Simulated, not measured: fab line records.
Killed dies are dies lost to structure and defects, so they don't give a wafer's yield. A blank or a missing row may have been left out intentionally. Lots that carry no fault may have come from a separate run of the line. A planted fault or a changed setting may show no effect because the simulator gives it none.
Matching of chambers / flow nand-harc / 4 sister chambers for NHARC_A_DECK1_JOINT_CMP_02 on cmp-02
The step polishes SiOx. 18 wafers are shown with their chamber, then 9 later ones without.

WAFERS WITH THEIR CHAMBER
wafer=L074.2; chamber=1; motor-current-A (A)=12.9; slurry-flow-ml-min=150.3
wafer=L074.3; chamber=3; motor-current-A (A)=11.1; slurry-flow-ml-min=149.9
wafer=L074.5; chamber=0; motor-current-A (A)=13.4; slurry-flow-ml-min=149.8
wafer=L076.3; chamber=0; motor-current-A (A)=13.6; slurry-flow-ml-min=149.8
wafer=L076.5; chamber=3; motor-current-A (A)=11.8; slurry-flow-ml-min=150.3
wafer=L076.6; chamber=2; motor-current-A (A)=10.7; slurry-flow-ml-min=150.4
wafer=L082.2; chamber=1; motor-current-A (A)=12.0; slurry-flow-ml-min=149.4
wafer=L082.4; chamber=2; motor-current-A (A)=10.7; slurry-flow-ml-min=149.6
wafer=L082.5; chamber=3; motor-current-A (A)=12.0; slurry-flow-ml-min=149.3
wafer=L084.3; chamber=3; motor-current-A (A)=11.4; slurry-flow-ml-min=148.7
wafer=L084.4; chamber=0; motor-current-A (A)=13.5; slurry-flow-ml-min=149.2
wafer=L084.6; chamber=2; motor-current-A (A)=11.4; slurry-flow-ml-min=149.3
wafer=L085.2; chamber=0; motor-current-A (A)=13.7; slurry-flow-ml-min=150.7
wafer=L085.3; chamber=1; motor-current-A (A)=12.2; slurry-flow-ml-min=150.7
wafer=L085.5; chamber=2; motor-current-A (A)=10.8; slurry-flow-ml-min=149.7
wafer=L087.3; chamber=1; motor-current-A (A)=12.6; slurry-flow-ml-min=149.8
wafer=L087.4; chamber=2; motor-current-A (A)=11.1; slurry-flow-ml-min=149.3
wafer=L087.6; chamber=3; motor-current-A (A)=11.7; slurry-flow-ml-min=150.5

SIGNATURES, as means of the wafers listed above
reading=motor-current-A; chamber 0=13.550; chamber 1=12.425; chamber 2=10.940; chamber 3=11.600; scatter within a chamber=0.317
reading=slurry-flow-ml-min; chamber 0=149.875; chamber 1=150.050; chamber 2=149.660; chamber 3=149.740; scatter within a chamber=0.605
Rule: a wafer lies at a distance from a chamber equal to the root of the sum of squares, over the readings, of (its reading less the chamber's mean, divided by the reading's scatter). If the next closest chamber is less than 2 further off than the closest, the wafer can't be placed; otherwise it belongs to the closest. The scatter is the square root of a quotient: the sum, over the shown wafers, of each reading's squared deviation from its chamber's mean, divided by wafers minus chambers.

WAFERS MISSING THEIR CHAMBER
wafer=L089.2; motor-current-A (A)=11.7; slurry-flow-ml-min=150.0
wafer=L089.3; motor-current-A (A)=11.1; slurry-flow-ml-min=149.8
wafer=L089.4; motor-current-A (A)=12.9; slurry-flow-ml-min=149.9
wafer=L093.1; motor-current-A (A)=11.3; slurry-flow-ml-min=149.7
wafer=L093.5; motor-current-A (A)=11.7; slurry-flow-ml-min=150.6
wafer=L093.6; motor-current-A (A)=14.0; slurry-flow-ml-min=150.0
wafer=L097.1; motor-current-A (A)=11.5; slurry-flow-ml-min=149.8
wafer=L097.3; motor-current-A (A)=11.8; slurry-flow-ml-min=150.3
wafer=L097.5; motor-current-A (A)=10.3; slurry-flow-ml-min=150.2

WHICH CHAMBER EACH WENT THROUGH
wafer=L089.2; from the rows above=can't be placed: 3 or 1 or 2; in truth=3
wafer=L089.3; from the rows above=can't be placed: 2 or 3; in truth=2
wafer=L089.4; from the rows above=can't be placed: 1 or 0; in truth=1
wafer=L093.1; from the rows above=can't be placed: 3 or 2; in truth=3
wafer=L093.5; from the rows above=can't be placed: 3 or 1 or 2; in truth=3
wafer=L093.6; from the rows above=0; in truth=0
wafer=L097.1; from the rows above=can't be placed: 3 or 2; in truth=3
wafer=L097.3; from the rows above=can't be placed: 3 or 1 or 2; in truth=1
wafer=L097.5; from the rows above=can't be placed: 2 or 3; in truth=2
Correctly placed: 1 of 9. Not placeable from these rows: 8 (in 8, the candidates include the true chamber). Number placed wrongly: 0.
